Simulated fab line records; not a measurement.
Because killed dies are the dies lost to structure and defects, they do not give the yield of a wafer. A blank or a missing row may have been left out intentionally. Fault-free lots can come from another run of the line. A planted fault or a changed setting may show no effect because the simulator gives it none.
Which of the tools did it? :: flow n5-finfet :: 30 wafers from 10 lots sampled at 6 of the route's 1938 steps

## WHAT EACH GAUGE READ, for each wafer
N5_STI_FIN_REVEAL_CD_MEAS_22: target cd 6.238 nm, pitch 28 nm.
lot: L324
measured: day 2 19:55
on: cd-sem-02
cd-nm (nm): 5.42 5.90 6.29

lot: L326
measured: day 3 09:31
on: cd-sem-01
cd-nm (nm): 6.39 5.77 6.30

lot: L329
measured: day 4 00:54
on: cd-sem-01
cd-nm (nm): 6.29 6.18 6.24

lot: L330
measured: day 4 11:18
on: cd-sem-01
cd-nm (nm): 6.33 6.60 6.50

lot: L331
measured: day 4 16:47
on: cd-sem-02
cd-nm (nm): 5.95 6.07 5.99

lot: L333
measured: day 5 02:03
on: cd-sem-02
cd-nm (nm): 5.87 6.79 6.49

lot: L334
measured: day 5 07:11
on: cd-sem-01
cd-nm (nm): 6.46 5.80 6.14

lot: L337
measured: day 6 01:52
on: cd-sem-01
cd-nm (nm): 5.84 6.44 6.53

lot: L340
measured: day 6 21:07
on: cd-sem-03
cd-nm (nm): 6.11 6.40 6.22

lot: L343
measured: day 7 14:21
on: cd-sem-03
cd-nm (nm): 6.29 6.07 6.24

N5_STI_FIN_REVEAL_INSPECT_13: inspects for defects (darkfield).
lot: L324
measured: day 2 20:01
on: defect-inspect-01
raw-defect-count: 8 14 21

lot: L326
measured: day 3 09:38
on: defect-inspect-01
raw-defect-count: 16 14 15

lot: L329
measured: day 4 01:01
on: defect-inspect-02
raw-defect-count: 7 6 17

lot: L330
measured: day 4 11:25
on: defect-inspect-01
raw-defect-count: 8 11 12

lot: L331
measured: day 4 16:55
on: defect-inspect-01
raw-defect-count: 14 10 16

lot: L333
measured: day 5 02:10
on: defect-inspect-02
raw-defect-count: 16 10 5

lot: L334
measured: day 5 07:18
on: defect-inspect-01
raw-defect-count: 512 505 544

lot: L337
measured: day 6 01:58
on: defect-inspect-02
raw-defect-count: 554 528 500

lot: L340
measured: day 6 21:14
on: defect-inspect-02
raw-defect-count: 15 27 23

lot: L343
measured: day 7 14:29
on: defect-inspect-01
raw-defect-count: 8 14 20

N5_BEOL_M4_RC_MEAS_101.
lot: L324
measured: day 8 05:31
on: prober-01
DIBL_N (mV/V): 33.3 35.7 35.2
DIBL_P (mV/V): 32.2 35.4 34.4
IOFF_N (nA/um): 0.102 0.135 0.136
IOFF_P (nA/um): 0.17 0.20 0.20
ION_N (uA/um): 653 654 666
ION_P (uA/um): 460 456 459
SS_N (mV/dec): 70.6 72.1 71.4
SS_P (mV/dec): 72.2 73.7 72.7
VT_N (mV): 256 254 254
VT_P (mV): -253 -251 -249

lot: L326
measured: day 8 11:33
on: prober-02
DIBL_N (mV/V): 36.9 36.9 34.7
DIBL_P (mV/V): 36.3 35.9 34.3
IOFF_N (nA/um): 0.167 0.153 0.123
IOFF_P (nA/um): 0.18 0.18 0.16
ION_N (uA/um): 677 660 672
ION_P (uA/um): 461 448 457
SS_N (mV/dec): 71.3 71.9 70.7
SS_P (mV/dec): 73.6 73.7 72.6
VT_N (mV): 250 255 254
VT_P (mV): -254 -255 -254

lot: L329
measured: day 9 11:20
on: prober-02
DIBL_N (mV/V): 39.3 36.9 38.1
DIBL_P (mV/V): 39.6 36.2 36.6
IOFF_N (nA/um): 0.205 0.154 0.160
IOFF_P (nA/um): 0.27 0.21 0.21
ION_N (uA/um): 676 662 662
ION_P (uA/um): 471 456 455
SS_N (mV/dec): 72.0 71.2 71.5
SS_P (mV/dec): 75.0 74.1 74.0
VT_N (mV): 248 254 254
VT_P (mV): -247 -253 -254

lot: L330
measured: day 9 17:29
on: prober-01
DIBL_N (mV/V): 36.7 38.2 37.4
DIBL_P (mV/V): 35.6 37.2 36.1
IOFF_N (nA/um): 0.160 0.192 0.167
IOFF_P (nA/um): 0.20 0.23 0.21
ION_N (uA/um): 682 669 680
ION_P (uA/um): 462 458 463
SS_N (mV/dec): 72.3 71.8 71.4
SS_P (mV/dec): 72.7 73.3 73.8
VT_N (mV): 249 245 247
VT_P (mV): -252 -249 -249

lot: L331
measured: day 9 16:02
on: prober-02
DIBL_N (mV/V): 36.1 36.3 36.6
DIBL_P (mV/V): 35.1 35.6 35.9
IOFF_N (nA/um): 0.155 0.168 0.159
IOFF_P (nA/um): 0.20 0.22 0.22
ION_N (uA/um): 669 681 673
ION_P (uA/um): 462 465 461
SS_N (mV/dec): 71.7 70.9 71.8
SS_P (mV/dec): 73.6 73.2 74.5
VT_N (mV): 252 248 251
VT_P (mV): -251 -247 -250

lot: L333
measured: day 10 11:10
on: prober-02
DIBL_N (mV/V): 32.3 34.6 34.7
DIBL_P (mV/V): 32.4 35.4 35.3
IOFF_N (nA/um): 0.112 0.156 0.142
IOFF_P (nA/um): 0.19 0.23 0.22
ION_N (uA/um): 658 682 660
ION_P (uA/um): 462 467 459
SS_N (mV/dec): 70.2 71.0 71.6
SS_P (mV/dec): 72.7 73.5 73.2
VT_N (mV): 254 250 252
VT_P (mV): -249 -247 -247

lot: L334
measured: day 10 20:08
on: prober-01
DIBL_N (mV/V): 39.2 32.8 35.6
DIBL_P (mV/V): 38.8 30.8 34.7
IOFF_N (nA/um): 0.220 0.107 0.146
IOFF_P (nA/um): 0.28 0.16 0.21
ION_N (uA/um): 699 658 670
ION_P (uA/um): 477 465 463
SS_N (mV/dec): 72.1 70.5 71.4
SS_P (mV/dec): 74.7 72.3 73.2
VT_N (mV): 243 254 252
VT_P (mV): -247 -252 -252

lot: L337
measured: day 11 05:07
on: prober-01
DIBL_N (mV/V): 35.5 37.3 37.1
DIBL_P (mV/V): 34.7 36.9 37.1
IOFF_N (nA/um): 0.141 0.182 0.174
IOFF_P (nA/um): 0.20 0.23 0.24
ION_N (uA/um): 656 684 688
ION_P (uA/um): 460 472 467
SS_N (mV/dec): 70.8 71.4 71.6
SS_P (mV/dec): 73.3 72.7 73.9
VT_N (mV): 254 249 249
VT_P (mV): -251 -248 -248

lot: L340
measured: day 12 10:09
on: prober-02
DIBL_N (mV/V): 38.8 37.1 37.9
DIBL_P (mV/V): 38.5 36.2 36.2
IOFF_N (nA/um): 0.179 0.156 0.163
IOFF_P (nA/um): 0.24 0.22 0.22
ION_N (uA/um): 675 687 672
ION_P (uA/um): 463 470 460
SS_N (mV/dec): 71.9 71.3 71.2
SS_P (mV/dec): 73.6 72.2 72.9
VT_N (mV): 249 248 251
VT_P (mV): -250 -248 -249

lot: L343
measured: day 13 12:47
on: prober-01
DIBL_N (mV/V): 38.1 37.2 38.8
DIBL_P (mV/V): 38.5 36.4 38.3
IOFF_N (nA/um): 0.208 0.179 0.202
IOFF_P (nA/um): 0.24 0.20 0.25
ION_N (uA/um): 692 673 686
ION_P (uA/um): 468 455 466
SS_N (mV/dec): 71.7 71.9 72.1
SS_P (mV/dec): 73.9 73.5 74.6
VT_N (mV): 247 249 246
VT_P (mV): -249 -254 -250

## EACH LOT AND THE TOOL THAT RAN IT (in order: tool; ch and the chambers of the sampled wafers; start)
lot: L324
N5_STI_FIN_REVEAL_ALD_00: ald-sin-02 ch 0,1,3, day 2 10:36
N5_STI_FIN_REVEAL_STRIP_24: rie-diel-03 ch 0,3, day 2 17:00
N5_STI_FIN_REVEAL_CLEAN_19: wet-bench-02 ch 0,2,6, day 2 19:49

lot: L326
N5_STI_FIN_REVEAL_ALD_00: ald-sin-04 ch 0,1, day 3 00:51
N5_STI_FIN_REVEAL_STRIP_24: rie-diel-01 ch 0,3, day 3 06:32
N5_STI_FIN_REVEAL_CLEAN_19: wet-bench-02 ch 1,2,7, day 3 09:26

lot: L329
N5_STI_FIN_REVEAL_ALD_00: ald-sin-04 ch 0,2,3, day 3 16:16
N5_STI_FIN_REVEAL_STRIP_24: rie-diel-06 ch 0,2, day 3 21:55
N5_STI_FIN_REVEAL_CLEAN_19: wet-bench-02 ch 0,5,7, day 4 00:50

lot: L330
N5_STI_FIN_REVEAL_ALD_00: ald-sin-03 ch 1,2,3, day 4 02:13
N5_STI_FIN_REVEAL_STRIP_24: rie-diel-01 ch 0,1, day 4 07:52
N5_STI_FIN_REVEAL_CLEAN_19: wet-bench-01 ch 3,4,5, day 4 11:13

lot: L331
N5_STI_FIN_REVEAL_ALD_00: ald-sin-03 ch 0,1,2, day 4 07:49
N5_STI_FIN_REVEAL_STRIP_24: rie-diel-01 ch 2,3, day 4 13:53
N5_STI_FIN_REVEAL_CLEAN_19: wet-bench-03 ch 0,1,2, day 4 16:43

lot: L333
N5_STI_FIN_REVEAL_ALD_00: ald-sin-03 ch 0,3, day 4 17:27
N5_STI_FIN_REVEAL_STRIP_24: rie-diel-03 ch 0,3, day 4 23:10
N5_STI_FIN_REVEAL_CLEAN_19: wet-bench-03 ch 2,5,7, day 5 01:59

lot: L334
N5_STI_FIN_REVEAL_ALD_00: ald-sin-03 ch 0,2, day 4 22:37
N5_STI_FIN_REVEAL_STRIP_24: rie-diel-06 ch 0,1,3, day 5 04:18
N5_STI_FIN_REVEAL_CLEAN_19: wet-bench-02 ch 0,6,7, day 5 07:07

lot: L337
N5_STI_FIN_REVEAL_ALD_00: ald-sin-02 ch 0,1,3, day 5 17:01
N5_STI_FIN_REVEAL_STRIP_24: rie-diel-03 ch 0,3, day 5 22:58
N5_STI_FIN_REVEAL_CLEAN_19: wet-bench-02 ch 0,6,7, day 6 01:47

lot: L340
N5_STI_FIN_REVEAL_ALD_00: ald-sin-03 ch 0,1,3, day 6 11:52
N5_STI_FIN_REVEAL_STRIP_24: rie-diel-06 ch 2,3, day 6 18:11
N5_STI_FIN_REVEAL_CLEAN_19: wet-bench-01 ch 4,5,7, day 6 21:03

lot: L343
N5_STI_FIN_REVEAL_ALD_00: ald-sin-04 ch 0,3, day 7 05:18
N5_STI_FIN_REVEAL_STRIP_24: rie-diel-03 ch 0,1,2, day 7 11:13
N5_STI_FIN_REVEAL_CLEAN_19: wet-bench-01 ch 3,5,6, day 7 14:16
- N5_STI_FIN_REVEAL_ALD_00: deposits SiO2, target thk 1 nm, pulse time 1 s.
- N5_STI_FIN_REVEAL_STRIP_24: strips in N2/H2, time 90 s.
- N5_STI_FIN_REVEAL_CLEAN_19: cleans in O3/DIW, time 120 s.

## WHAT THE TOOLS THEMSELVES READ (means of the sampled wafers that have a number; where no wafer has one, the mark that the record gives instead)
N5_STI_FIN_REVEAL_ALD_00.
lot: L324
tool: ald-sin-02
heater-power-w (W): 491
precursor-pulse-height-rel: 0.964

lot: L326
tool: ald-sin-04
heater-power-w (W): 448
precursor-pulse-height-rel: 0.985

lot: L329
tool: ald-sin-04
heater-power-w (W): 444
precursor-pulse-height-rel: 0.997

lot: L330
tool: ald-sin-03
heater-power-w (W): 462
precursor-pulse-height-rel: 1.003

lot: L331
tool: ald-sin-03
heater-power-w (W): 428
precursor-pulse-height-rel: 0.984

lot: L333
tool: ald-sin-03
heater-power-w (W): 449
precursor-pulse-height-rel: 0.997

lot: L334
tool: ald-sin-03
heater-power-w (W): 391
precursor-pulse-height-rel: 1.021

lot: L337
tool: ald-sin-02
heater-power-w (W): 483
precursor-pulse-height-rel: 1.000

lot: L340
tool: ald-sin-03
heater-power-w (W): 487
precursor-pulse-height-rel: 1.011

lot: L343
tool: ald-sin-04
heater-power-w (W): 466
precursor-pulse-height-rel: 1.013

N5_STI_FIN_REVEAL_STRIP_24.
lot: L324
tool: rie-diel-03
drypump-motor-current-A (A): 5.8
oes-product-au (a.u.): 0.71
rf-vpp-V (V): 45.1
showerhead-plenum-p-Torr (Torr): 3.38
throttle-valve-pct (%): 12.4

lot: L326
tool: rie-diel-01
drypump-motor-current-A (A): 5.9
oes-product-au (a.u.): 0.74
rf-vpp-V (V): 44.9
showerhead-plenum-p-Torr (Torr): 3.41
throttle-valve-pct (%): 12.4

lot: L329
tool: rie-diel-06
drypump-motor-current-A (A): 5.3
oes-product-au (a.u.): 0.78
rf-vpp-V (V): 45.3
showerhead-plenum-p-Torr (Torr): 3.53
throttle-valve-pct (%): 12.3

lot: L330
tool: rie-diel-01
drypump-motor-current-A (A): 6.5
oes-product-au (a.u.): 0.84
rf-vpp-V (V): 44.8
showerhead-plenum-p-Torr (Torr): 3.45
throttle-valve-pct (%): 12.0

lot: L331
tool: rie-diel-01
drypump-motor-current-A (A): 5.4
oes-product-au (a.u.): 0.73
rf-vpp-V (V): 44.9
showerhead-plenum-p-Torr (Torr): 3.35
throttle-valve-pct (%): 12.4

lot: L333
tool: rie-diel-03
drypump-motor-current-A (A): 5.8
oes-product-au (a.u.): 0.71
rf-vpp-V (V): 45.1
showerhead-plenum-p-Torr (Torr): 3.37
throttle-valve-pct (%): 12.5

lot: L334
tool: rie-diel-06
drypump-motor-current-A (A): 5.6
oes-product-au (a.u.): 0.85
rf-vpp-V (V): 45.6
showerhead-plenum-p-Torr (Torr): 3.51
throttle-valve-pct (%): 12.2

lot: L337
tool: rie-diel-03
drypump-motor-current-A (A): 5.8
oes-product-au (a.u.): 0.69
rf-vpp-V (V): 45.8
showerhead-plenum-p-Torr (Torr): 3.36
throttle-valve-pct (%): 12.5

lot: L340
tool: rie-diel-06
drypump-motor-current-A (A): 5.6
oes-product-au (a.u.): 0.71
rf-vpp-V (V): 45.3
showerhead-plenum-p-Torr (Torr): 3.45
throttle-valve-pct (%): 12.6

lot: L343
tool: rie-diel-03
drypump-motor-current-A (A): 5.7
oes-product-au (a.u.): 0.92
rf-vpp-V (V): 45.0
showerhead-plenum-p-Torr (Torr): 3.40
throttle-valve-pct (%): 12.1

## THE ANSWER, worked out from the rows above alone
Rule: the usual values come from the lots themselves. The widest of any qualifying gaps counts: lots, ordered by their means at a reading, are off when they make up no more than a third of the lots, leave a main group of 4 or more, and stand apart from it by 3 or more times the standard deviation of that group's means. The tables above print the reading to a certain number of digits; a main group whose means all agree to those digits is not used. A lot without any number at a reading at which 4 lots or more have one is off too. Where the step has rows for the other lots, those lots are counted as sound. First the gauges in route order, then the tools' own readings, where a lot's mean is used as printed above. The first step at which some lot is off is used, and at that step the reading that is off furthest; a lot without a number counts as furthest.
Off: L334, L337 (N5_STI_FIN_REVEAL_INSPECT_13, raw-defect-count). Main group: mean 14, sd 3.6.
If a tool, at a process step before that reading, ran all the lots that are off and no sound lot after the first of them, it fits. Those tools and the gauges at N5_STI_FIN_REVEAL_INSPECT_13 are tried in the same way. One fits: wet-bench-02 at N5_STI_FIN_REVEAL_CLEAN_19. A fault onset in the window from L329 (day 4 00:50, its last sound lot) to L334 (day 5 07:07, its first lot off) fits.

## WHAT HAD BEEN PUT IN BY THE SIMULATOR
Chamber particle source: wet-bench-02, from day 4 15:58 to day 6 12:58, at N5_STI_FIN_REVEAL_CLEAN_19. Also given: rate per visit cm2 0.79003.
Lots struck among those shown: L334, L337. The rule above reached the same finding.
